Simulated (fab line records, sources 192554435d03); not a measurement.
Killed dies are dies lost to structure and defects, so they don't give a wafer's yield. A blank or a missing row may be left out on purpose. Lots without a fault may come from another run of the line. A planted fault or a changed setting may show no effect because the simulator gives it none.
Chamber matching | flow n5_finfet | N5_BEOL_M6_ETCH_66 on rie_diel-04: 4 sister chambers
The step etches SOC in N2/H2, target depth 80 nm, overetch 16 nm, time 120 s. 4 wafers are shown with their chamber, then 7 later ones without.

WAFERS WITH THEIR CHAMBER
wafer  | chamber | showerhead_plenum_p_Torr (Torr)
L106.2 | 3       | 2.60
L126.6 | 1       | 2.46
L128.3 | 2       | 2.48
L128.4 | 0       | 2.69

WAFERS WITHOUT THEIR CHAMBER
wafer  | showerhead_plenum_p_Torr (Torr)
L128.5 | 2.48
L123.1 | 2.58
L123.2 | 2.45
L123.5 | 2.45
L127.3 | 2.48
L127.4 | 2.45
L127.6 | 2.48

WHICH CHAMBER EACH WENT THROUGH
wafer  | from the rows above | in truth
L128.5 | 2                   | 2
L123.1 | 3                   | 3
L123.2 | 1                   | 1
L123.5 | 1                   | 1
L127.3 | 2                   | 2
L127.4 | 1                   | 1
L127.6 | 2                   | 2
Placed correctly: 7 of 7. Can't be placed from these rows: 0. Placed wrongly: 0.
How it was worked out, from the rows above alone: a wafer's distance from a chamber is the root of the sum, over the readings, of the square of ((its reading less the chamber's mean) divided by the reading's scatter). The wafer belongs to the nearest chamber; if the next one is less than 2 further off, it can't be placed. A chamber's mean is the mean of its shown wafers. The scatter: with one shown wafer a chamber, the root of the mean of the squares of how far each hidden wafer lies from its nearest shown one.
